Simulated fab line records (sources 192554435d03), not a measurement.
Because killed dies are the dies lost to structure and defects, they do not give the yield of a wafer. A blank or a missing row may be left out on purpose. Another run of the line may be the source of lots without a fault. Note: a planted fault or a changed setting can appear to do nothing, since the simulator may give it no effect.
fab line records	flow n5_finfet	part 1 of 2: steps 1 to 18 of 25
record lots=5	wafers=15	last_day=18
route steps=1938 shown FIN_CUT@156
lots with no fault: from the same line, run without faults
start_h: start of the lot's first displayed wafer, in hours after the record's first day	wait_h: hours since the lot's step before	" repeats the value in the row above	L1.1+2: several wafers, shown together as one row	- no value, or no start was given	* or withheld: withheld	< > ~ a bound
route shown NAME@n: a module of which the file shows steps, and the number in the route of the first	usual: the fault-free wafers' mean and standard deviation	same: alike in all rows	chamber/n: place in a boat	sites: the reading at each site	_std_site: the values' standard deviation	_edge_site: outer sites' mean less inner sites'	radius_mm: how far each site lies from the wafer's centre	mask NAME#n: copy n	behind: the tool/chamber that last shaped the wafer	hold: the reason the lot was held/the length of the hold in hours/how it ended	device: names the non-switching transistor (n, p or np)	end of line: the same wafers' tests at the end of the route	where a step has no rows: the recipe by itself	killed: dies that structure and defects cost at the first sort, which is not the same as the wafer's yield	map: a wafer's dies, x killed, . not, _ none there
set.NAME: the run value of the setting; set.NAME@STEP: its run value at that earlier step	model.NAME: the simulator's own value behind a step, which no gauge read
a table for each step, a row for each wafer; lots at some steps of the route
services: from which hour (start_h, from the record's first day; less than 0 if before it) a tool's chamber was out of use, for how many hours, and why
## steps
# step N5_FIN_CUT_COAT_29
# recipe resist=underlayer	temp_c=205	time_s=60	spin_rpm=1500	resist_thk_nm=10
# usual chill_plate_temp_C=22.99/0.096	plate_temp_C=204.98/0.15
lot.wafer	tool	chamber	start_h	wait_h	chill_plate_temp_C	plate_temp_C
L076.2	litho_track-01	0	-	-	22.97	204.79
L076.3	"	0	"	"	22.99	205.09
L076.4	"	0	"	"	22.86	204.79
L083.3	litho_track-04	0	-	-	22.93	205.14
L083.4	"	0	"	"	22.93	205.08
L083.6	"	0	"	"	22.94	205.09
L084.1	litho_track-04	0	-	-	22.99	205.00
L084.3	"	0	"	"	22.95	204.81
L084.5	"	0	"	"	23.05	204.96
L085.1	litho_track-02	0	-	-	22.99	204.96
L085.2	"	0	"	"	23.17	205.07
L085.4	"	0	"	"	22.92	205.15
L095.2	litho_track-04	0	-	-	23.00	204.86
L095.3	"	0	"	"	22.90	204.89
L095.4	"	0	"	"	22.85	204.70
# step N5_FIN_CUT_COAT_02
# recipe resist=CAR-EUV	spin_rpm=1500	resist_thk_nm=30
# usual chill_plate_temp_C=23.01/0.11
lot.wafer	tool	chamber	start_h	wait_h	chill_plate_temp_C
L076.2	litho_track-01	0	-	-	22.95
L076.3	"	0	"	"	22.99
L076.4	"	0	"	"	22.95
L083.3	litho_track-04	0	-	-	23.01
L083.4	"	0	"	"	22.99
L083.6	"	0	"	"	22.97
L084.1	litho_track-04	0	-	-	23.08
L084.3	"	0	"	"	23.10
L084.5	"	0	"	"	23.09
L085.1	litho_track-02	0	-	-	23.01
L085.2	"	0	"	"	23.08
L085.4	"	0	"	"	22.90
L095.2	litho_track-04	0	-	-	23.23
L095.3	"	0	"	"	23.13
L095.4	"	0	"	"	23.13
# step N5_FIN_CUT_EBR_04
# recipe solvent=PGMEA	ebr_width_mm=1.5
# usual chill_plate_temp_C=22.97/0.098
lot.wafer	tool	chamber	start_h	wait_h	chill_plate_temp_C
L076.2	litho_track-01	0	-	-	22.86
L076.3	"	0	"	"	22.89
L076.4	"	0	"	"	22.72
L083.3	litho_track-04	0	-	-	22.93
L083.4	"	0	"	"	22.93
L083.6	"	0	"	"	22.93
L084.1	litho_track-04	0	-	-	23.12
L084.3	"	0	"	"	23.03
L084.5	"	0	"	"	22.97
L085.1	litho_track-02	0	-	-	22.89
L085.2	"	0	"	"	22.98
L085.4	"	0	"	"	22.94
L095.2	litho_track-04	0	-	-	23.05
L095.3	"	0	"	"	23.04
L095.4	"	0	"	"	22.94
# step N5_FIN_CUT_SOFTBAKE_03
# recipe temp_c=110	time_s=60	resist=CAR-EUV
# usual chill_plate_temp_C=23.01/0.12	plate_temp_C=110.00/0.15
lot.wafer	tool	chamber	start_h	wait_h	chill_plate_temp_C	plate_temp_C
L076.2	litho_track-01	0	-	-	23.10	110.09
L076.3	"	0	"	"	23.13	110.09
L076.4	"	0	"	"	23.13	110.00
L083.3	litho_track-04	0	-	-	23.03	110.16
L083.4	"	0	"	"	23.03	110.05
L083.6	"	0	"	"	23.00	110.15
L084.1	litho_track-04	0	-	-	22.79	110.10
L084.3	"	0	"	"	23.08	110.04
L084.5	"	0	"	"	22.96	110.02
L085.1	litho_track-02	0	-	-	22.85	110.07
L085.2	"	0	"	"	22.92	110.37
L085.4	"	0	"	"	22.74	110.19
L095.2	litho_track-04	0	-	-	22.97	109.85
L095.3	"	0	"	"	22.73	110.07
L095.4	"	0	"	"	22.90	109.90
# step N5_FIN_CUT_EXPOSE_05
# recipe mask_id=FIN_CUT	na=0.33	source_shape=annular	sigma_inner=0.35	sigma_outer=0.8	polarization=unpolarized	dose_mj=45.75
lot.wafer	tool	chamber	start_h	wait_h	mask
L076.2+3+4	euv_scanner-02	0	44.95	-	FIN_CUT#0
L083.3+4+6	euv_scanner-01	0	81.53	-	FIN_CUT#0
L084.1+3+5	euv_scanner-01	0	88.13	-	FIN_CUT#0
L085.1+2+4	euv_scanner-01	0	94.95	-	FIN_CUT#0
L095.2+3+4	euv_scanner-02	0	152.91	-	FIN_CUT#0
# step N5_FIN_CUT_PEB_06
# recipe peb_temp_c=100	peb_time_s=60	resist=CAR-EUV
# usual chill_plate_temp_C=22.99/0.099	plate_temp_C=99.98/0.12
lot.wafer	tool	chamber	start_h	wait_h	chill_plate_temp_C	plate_temp_C
L076.2	litho_track-02	0	45.01	0.1	22.85	99.92
L076.3	"	0	"	"	22.88	100.05
L076.4	"	0	"	"	22.87	100.01
L083.3	litho_track-01	0	81.58	0.0	23.18	100.15
L083.4	"	0	"	"	23.05	100.06
L083.6	"	0	"	"	23.01	99.90
L084.1	litho_track-02	0	88.20	0.1	23.03	99.92
L084.3	"	0	"	"	22.86	99.89
L084.5	"	0	"	"	22.90	99.74
L085.1	litho_track-04	0	95.02	0.1	23.11	100.09
L085.2	"	0	"	"	22.91	99.77
L085.4	"	0	"	"	23.00	99.81
L095.2	litho_track-01	0	152.97	0.1	23.15	100.01
L095.3	"	0	"	"	22.95	99.93
L095.4	"	0	"	"	23.00	100.23
# step N5_FIN_CUT_DEVELOP_07
# recipe develop_time_s=30	developer=TMAH	resist=CAR-EUV	rinse_liquid=surfactant_rinse	dry=air_spin	dev_temp_c=23
# usual chill_plate_temp_C=23.00/0.12
lot.wafer	tool	chamber	start_h	wait_h	chill_plate_temp_C
L076.2	litho_track-02	0	-	-	22.98
L076.3	"	0	"	"	22.91
L076.4	"	0	"	"	22.81
L083.3	litho_track-01	0	-	-	22.96
L083.4	"	0	"	"	22.83
L083.6	"	0	"	"	22.96
L084.1	litho_track-02	0	-	-	22.96
L084.3	"	0	"	"	23.08
L084.5	"	0	"	"	23.01
L085.1	litho_track-04	0	-	-	22.86
L085.2	"	0	"	"	23.00
L085.4	"	0	"	"	22.75
L095.2	litho_track-01	0	-	-	23.06
L095.3	"	0	"	"	23.07
L095.4	"	0	"	"	23.13
# step N5_FIN_CUT_CD_MEAS_08
# recipe target_cd_nm=29.1	landing_energy_ev=500	detector=se_inlens	polarity=opening
# usual cd_nm=29.03/0.25
lot.wafer	tool	chamber	start_h	wait_h	cd_nm
L076.2	cd_sem-02	0	45.08	-	29.05
L076.3	"	0	"	"	29.26
L076.4	"	0	"	"	28.89
L083.3	cd_sem-02	0	81.65	-	29.12
L083.4	"	0	"	"	28.46
L083.6	"	0	"	"	29.36
L084.1	cd_sem-02	0	88.27	-	29.06
L084.3	"	0	"	"	29.26
L084.5	"	0	"	"	29.00
L085.1	cd_sem-01	0	95.08	-	28.95
L085.2	"	0	"	"	29.23
L085.4	"	0	"	"	28.98
L095.2	cd_sem-01	0	153.04	-	29.02
L095.3	"	0	"	"	28.53
L095.4	"	0	"	"	29.04
# step N5_FIN_CUT_OVL_MEAS_09
# recipe points_per_wafer=522
# usual FIN_CUT_OVL=0.1/0.57
# same points_per_wafer=522
lot.wafer	tool	chamber	start_h	wait_h	FIN_CUT_OVL[nm]
L076.2	overlay-01	0	45.11	0.0	0.1
L076.3	"	0	"	"	-0.2
L076.4	"	0	"	"	0.7
L083.3	overlay-02	0	81.69	0.0	-0.6
L083.4	"	0	"	"	0.5
L083.6	"	0	"	"	0.0
L084.1	overlay-02	0	88.30	0.0	0.3
L084.3	"	0	"	"	0.4
L084.5	"	0	"	"	-0.2
L085.1	overlay-01	0	95.12	0.0	-0.4
L085.2	"	0	"	"	-1.3
L085.4	"	0	"	"	-0.7
L095.2	overlay-01	0	153.07	0.0	-0.6
L095.3	"	0	"	"	-0.5
L095.4	"	0	"	"	-0.1
# step N5_FIN_CUT_INSPECT_10
# recipe mode=adi	inspect_instrument=brightfield
# usual raw_defect_count=44/12
lot.wafer	tool	chamber	start_h	wait_h	raw_defect_count
L076.2	defect_inspect-02	-	45.17	0.0	42
L076.3	"	-	"	"	42
L076.4	"	-	"	"	32
L083.3	defect_inspect-01	-	81.74	0.0	50
L083.4	"	-	"	"	72
L083.6	"	-	"	"	56
L084.1	defect_inspect-02	-	88.35	0.1	41
L084.3	"	-	"	"	30
L084.5	"	-	"	"	50
L085.1	defect_inspect-01	-	95.17	0.1	47
L085.2	"	-	"	"	40
L085.4	"	-	"	"	29
L095.2	defect_inspect-01	-	153.12	0.0	39
L095.3	"	-	"	"	41
L095.4	"	-	"	"	18
# step N5_FIN_CUT_DESCUM_13
# recipe chemistry=O2	time_s=7	source_power_w=50	bias_power_w=20	pressure_mtorr=20	rf_frequency_hz=2.712e+07	temp_c=40	resist=CAR-EUV	o2_flow_sccm=225
# usual drypump_motor_current_A=5.76/0.29	oes_product_au=0.78/0.069	rf_vpp_V=243.2/1.5	showerhead_plenum_p_Torr=2.09/0.068	throttle_valve_pct=20.4/0.32
lot.wafer	tool	chamber	start_h	wait_h	drypump_motor_current_A	oes_product_au	rf_hours_counter_h	rf_vpp_V	showerhead_plenum_p_Torr	throttle_valve_pct
L076.2	rie_diel-01	3	45.30	0.1	5.87	0.70	225	243.9	2.12	20.1
L076.3	"	1	"	"	6.12	0.88	26	243.1	2.11	20.2
L076.4	"	1	"	"	6.09	0.89	-	243.9	2.11	20.2
L083.3	rie_diel-01	3	81.94	0.2	5.87	0.69	236	243.8	2.12	20.1
L083.4	"	0	"	"	5.66	0.86	36	241.0	2.06	20.0
L083.6	"	0	"	"	5.66	0.86	-	240.8	2.06	20.0
L084.1	rie_diel-05	1	88.43	0.1	5.19	0.74	144	242.2	2.01	20.7
L084.3	"	3	"	"	5.78	0.87	58	242.2	2.03	19.9
L084.5	"	0	"	"	5.79	0.75	-	243.2	2.09	20.5
L085.1	rie_diel-06	3	95.21	0.0	5.42	0.89	22	245.5	2.19	20.2
L085.2	"	2	"	"	6.00	0.79	100	243.4	2.05	20.7
L085.4	"	0	"	"	5.88	0.77	123	244.8	2.16	20.3
L095.2	rie_diel-06	3	153.20	0.1	5.42	0.85	40	245.5	2.19	20.2
L095.3	"	2	"	"	6.02	0.77	116	241.1	2.04	20.7
L095.4	"	0	"	"	5.91	0.75	140	244.3	2.16	20.3
# step N5_FIN_CUT_ETCH_30
# recipe chemistry=N2/H2	target=underlayer	target_depth_a=130	mask_material=CAR-EUV	time_s=10.4	ion_energy_ev=200	pressure_mtorr=30	source_w=840	bias_w=150	n2_flow_sccm=200	h2_flow_sccm=200	ends=cleared
# usual drypump_motor_current_A=5.76/0.29	etch_rf_on_time_s=10.5/0.37	h2_flow_sccm=200.1/0.55	oes_product_au=0.67/0.057	rf_vpp_V=524.0/2.8	showerhead_plenum_p_Torr=2.55/0.094	throttle_valve_pct=17.83/0.24
lot.wafer	tool	chamber	start_h	wait_h	drypump_motor_current_A	etch_rf_on_time_s	h2_flow_sccm	oes_product_au	rf_hours_counter_h	rf_vpp_V	showerhead_plenum_p_Torr	throttle_valve_pct
L076.2	rie_diel-01	3	45.33	0.0	5.85	10.1	201.2	0.62	225	525.8	2.59	17.55
L076.3	"	1	"	"	6.14	10.4	199.5	0.76	26	525.6	2.61	17.88
L076.4	"	1	"	"	6.11	10.5	200.2	0.76	-	524.6	2.61	17.91
L083.3	rie_diel-01	3	81.98	0.0	5.85	10.2	200.1	0.61	236	526.1	2.58	17.57
L083.4	"	0	"	"	5.67	10.2	200.5	0.76	36	523.1	2.48	17.30
L083.6	"	0	"	"	5.68	10.2	200.3	0.76	-	522.1	2.48	17.33
L084.1	rie_diel-05	1	88.46	0.0	5.18	10.5	200.5	0.63	144	520.5	2.42	17.86
L084.3	"	3	"	"	5.77	9.9	199.7	0.75	58	521.7	2.48	17.48
L084.5	"	0	"	"	5.79	10.9	199.5	0.63	-	524.1	2.53	17.79
L085.1	rie_diel-06	3	95.24	0.0	5.42	10.7	200.5	0.74	22	526.4	2.71	17.78
L085.2	"	2	"	"	6.02	10.6	200.1	0.65	100	521.6	2.48	18.16
L085.4	"	0	"	"	5.88	10.3	200.2	0.67	123	526.4	2.65	17.90
L095.2	rie_diel-06	3	153.23	0.0	5.42	10.9	200.9	0.72	40	529.2	2.70	17.83
L095.3	"	2	"	"	6.01	10.6	199.2	0.65	116	521.7	2.48	18.18
L095.4	"	0	"	"	5.89	10.4	200.4	0.65	140	526.5	2.64	17.93
# step N5_FIN_CUT_ETCH_20
# recipe chemistry=CF4	target=SiARC	target_depth_a=260	mask_material=CAR-EUV	time_s=43.3	ion_energy_ev=80	pressure_mtorr=40	source_w=545	bias_w=36	Ar_flow_sccm=100	cf4_flow_sccm=100	ends=cleared
# usual cf4_flow_sccm=100.00/0.29	drypump_motor_current_A=5.75/0.3	etch_rf_on_time_s=43.4/1.4	oes_product_au=0.67/0.057	rf_vpp_V=184.0/1.3	showerhead_plenum_p_Torr=2.15/0.081	throttle_valve_pct=15.61/0.22
lot.wafer	tool	chamber	start_h	wait_h	cf4_flow_sccm	drypump_motor_current_A	etch_rf_on_time_s	oes_product_au	rf_hours_counter_h	rf_vpp_V	showerhead_plenum_p_Torr	throttle_valve_pct
L076.2	rie_diel-01	3	45.35	0.0	100.51	5.84	42.1	0.61	225	184.2	2.21	15.65
L076.3	"	1	"	"	99.91	6.14	43.6	0.76	26	185.2	2.18	15.44
L076.4	"	1	"	"	100.12	6.13	43.6	0.76	-	184.5	2.18	15.42
L083.3	rie_diel-01	3	82.00	0.0	99.91	5.84	42.4	0.60	236	185.1	2.21	15.67
L083.4	"	0	"	"	99.71	5.67	43.0	0.76	36	182.1	2.10	15.09
L083.6	"	0	"	"	99.79	5.63	42.7	0.76	-	182.9	2.10	15.10
L084.1	rie_diel-05	1	88.48	0.0	99.65	5.17	43.4	0.64	144	183.1	2.06	15.86
L084.3	"	3	"	"	100.11	5.75	41.3	0.76	58	182.3	2.10	15.21
L084.5	"	0	"	"	99.89	5.78	44.4	0.64	-	184.8	2.13	15.67
L085.1	rie_diel-06	3	95.26	0.0	99.74	5.42	44.8	0.73	22	185.5	2.29	15.63
L085.2	"	2	"	"	99.82	6.01	43.6	0.65	100	184.0	2.07	15.57
L085.4	"	0	"	"	100.18	5.88	44.1	0.66	123	184.9	2.25	15.62
L095.2	rie_diel-06	3	153.25	0.0	100.29	5.40	44.7	0.72	40	185.4	2.28	15.65
L095.3	"	2	"	"	100.27	6.00	43.1	0.65	116	183.8	2.06	15.62
L095.4	"	0	"	"	99.43	5.89	43.0	0.65	140	185.0	2.24	15.67
# step N5_FIN_CUT_ETCH_21
# recipe chemistry=N2/H2	target=SOC	target_depth_a=2190	overetch_a=438	mask_material=SiARC	temp_c=40	ion_energy_ev=100	bias_w=61	time_s=523.5	pressure_mtorr=30	source_w=850	n2_flow_sccm=200	h2_flow_sccm=200
# usual drypump_motor_current_A=5.76/0.29	h2_flow_sccm=200.0/0.64	oes_product_au=0.72/0.06	rf_vpp_V=240.8/1.4	showerhead_plenum_p_Torr=2.55/0.094	throttle_valve_pct=17.79/0.24
lot.wafer	tool	chamber	start_h	wait_h	drypump_motor_current_A	h2_flow_sccm	oes_product_au	rf_hours_counter_h	rf_vpp_V	showerhead_plenum_p_Torr	throttle_valve_pct
L076.2	rie_diel-01	3	45.39	0.0	5.86	200.4	0.66	225	241.7	2.59	17.51
L076.3	"	1	"	"	6.15	199.9	0.82	26	242.4	2.61	17.84
L076.4	"	1	"	"	6.14	199.0	0.83	-	242.1	2.61	17.84
L083.3	rie_diel-01	3	82.03	0.0	5.87	200.4	0.65	237	242.4	2.58	17.53
L083.4	"	0	"	"	5.67	200.2	0.81	36	241.2	2.48	17.25
L083.6	"	0	"	"	5.66	200.9	0.81	-	239.7	2.48	17.26
L084.1	rie_diel-05	1	88.52	0.0	5.15	200.5	0.70	144	239.1	2.42	17.84
L084.3	"	3	"	"	5.76	199.2	0.80	58	239.8	2.48	17.42
L084.5	"	0	"	"	5.78	199.8	0.70	-	241.0	2.53	17.75
L085.1	rie_diel-06	3	95.30	0.0	5.40	199.8	0.82	23	242.2	2.71	17.76
L085.2	"	2	"	"	6.00	200.9	0.72	100	238.4	2.48	18.11
L085.4	"	0	"	"	5.92	200.9	0.71	123	242.5	2.65	17.85
L095.2	rie_diel-06	3	153.29	0.0	5.42	200.0	0.79	40	241.2	2.70	17.79
L095.3	"	2	"	"	6.00	199.0	0.70	116	239.4	2.47	18.14
L095.4	"	0	"	"	5.93	199.7	0.70	140	242.1	2.64	17.89
# step N5_FIN_CUT_STRIP_23
# recipe chemistry=N2/H2	temp_c=40	n2_flow_sccm=200	h2_flow_sccm=200	rf_frequency_hz=6e+07
lot.wafer	tool	chamber	start_h	wait_h
L076.2+3+4	rie_diel-01	3,1,1	45.70	0.2
L083.3+4+6	rie_diel-01	3,0,0	82.34	0.2
L084.1+3+5	rie_diel-05	1,3,0	88.82	0.2
L085.1+2+4	rie_diel-06	3,2,0	95.60	0.2
L095.2+3+4	rie_diel-06	3,2,0	153.60	0.2
# step N5_FIN_CUT_STRIP_31
# recipe chemistry=N2/H2	temp_c=40	n2_flow_sccm=200	h2_flow_sccm=200	rf_frequency_hz=6e+07
lot.wafer	tool	chamber	start_h	wait_h
L076.2+3+4	rie_diel-01	3,1,1	45.71	0.0
L083.3+4+6	rie_diel-01	3,0,0	82.35	0.0
L084.1+3+5	rie_diel-05	1,3,0	88.83	0.0
L085.1+2+4	rie_diel-06	3,2,0	95.61	0.0
L095.2+3+4	rie_diel-06	3,2,0	153.61	0.0
# step N5_FIN_CUT_STRIP_24
# recipe chemistry=CF4	resist=SiARC	power_w=300	bias_power_w=75	pressure_mtorr=50	cf4_flow_sccm=150	rf_frequency_hz=6e+07
# usual cf4_flow_sccm=150.0/0.38	drypump_motor_current_A=5.75/0.29	oes_product_au=0.77/0.063	rf_vpp_V=271.3/1.6	showerhead_plenum_p_Torr=1.80/0.063	throttle_valve_pct=13.59/0.23
lot.wafer	tool	chamber	start_h	wait_h	cf4_flow_sccm	drypump_motor_current_A	oes_product_au	rf_hours_counter_h	rf_vpp_V	showerhead_plenum_p_Torr	throttle_valve_pct
L076.2	rie_diel-01	3	45.72	0.0	149.4	5.82	0.70	225	271.5	1.86	13.68
L076.3	"	1	"	"	149.6	6.10	0.88	26	270.8	1.80	13.31
L076.4	"	1	"	"	150.0	6.08	0.89	-	272.7	1.80	13.29
L083.3	rie_diel-01	3	82.36	0.0	149.8	5.82	0.70	237	273.1	1.85	13.69
L083.4	"	0	"	"	150.5	5.67	0.87	37	270.9	1.75	13.04
L083.6	"	0	"	"	149.8	5.65	0.86	-	270.7	1.75	13.05
L084.1	rie_diel-05	1	88.84	0.0	149.5	5.18	0.73	145	270.8	1.73	13.85
L084.3	"	3	"	"	149.7	5.75	0.86	59	270.2	1.76	13.19
L084.5	"	0	"	"	149.8	5.78	0.75	-	271.4	1.79	13.67
L085.1	rie_diel-06	3	95.62	0.0	150.0	5.42	0.88	23	274.0	1.92	13.56
L085.2	"	2	"	"	149.6	6.03	0.76	100	270.0	1.74	13.58
L085.4	"	0	"	"	149.5	5.88	0.76	123	272.7	1.87	13.58
L095.2	rie_diel-06	3	153.62	0.0	149.7	5.42	0.85	40	273.7	1.91	13.59
L095.3	"	2	"	"	149.8	6.02	0.75	116	269.5	1.74	13.61
L095.4	"	0	"	"	149.6	5.90	0.75	140	274.8	1.87	13.59
# step N5_FIN_CUT_CUT_ETCH_26
# recipe chemistry=CH3F/O2	target=SiNx	target_depth_a=390	mask_material=SOC	time_s=55.7	pressure_mtorr=30	source_w=395	bias_w=73	Ar_flow_sccm=150	CH3F_flow_sccm=30	O2_flow_sccm=20	ion_energy_ev=120
# usual O2_flow_sccm=20.00/0.061	drypump_motor_current_A=5.75/0.29	oes_product_au=0.78/0.069	rf_vpp_V=294/6	showerhead_plenum_p_Torr=2.00/0.081	throttle_valve_pct=16.35/0.23
lot.wafer	tool	chamber	start_h	wait_h	O2_flow_sccm	drypump_motor_current_A	oes_product_au	rf_hours_counter_h	rf_vpp_V	showerhead_plenum_p_Torr	throttle_valve_pct
L076.2	rie_diel-01	3	45.74	0.0	19.98	5.85	0.71	225	285	2.06	16.32
L076.3	"	1	"	"	20.14	6.08	0.90	26	303	2.06	16.33
L076.4	"	1	"	"	20.09	6.08	0.90	-	304	2.06	16.33
L083.3	rie_diel-01	3	82.38	0.0	20.01	5.83	0.69	237	286	2.06	16.35
L083.4	"	0	"	"	19.97	5.65	0.88	37	295	1.96	15.89
L083.6	"	0	"	"	20.06	5.66	0.88	-	296	1.96	15.89
L084.1	rie_diel-05	1	88.86	0.0	19.93	5.15	0.75	145	299	1.91	16.56
L084.3	"	3	"	"	20.06	5.74	0.89	59	297	1.95	15.90
L084.5	"	0	"	"	20.03	5.77	0.74	-	291	1.99	16.39
L085.1	rie_diel-06	3	95.64	0.0	19.95	5.39	0.87	23	299	2.13	16.33
L085.2	"	2	"	"	20.01	6.02	0.77	100	287	1.92	16.29
L085.4	"	0	"	"	20.07	5.91	0.76	123	303	2.10	16.43
L095.2	rie_diel-06	3	153.64	0.0	20.00	5.41	0.85	40	299	2.12	16.35
L095.3	"	2	"	"	19.98	6.01	0.76	116	287	1.92	16.32
L095.4	"	0	"	"	19.95	5.90	0.76	140	301	2.10	16.45
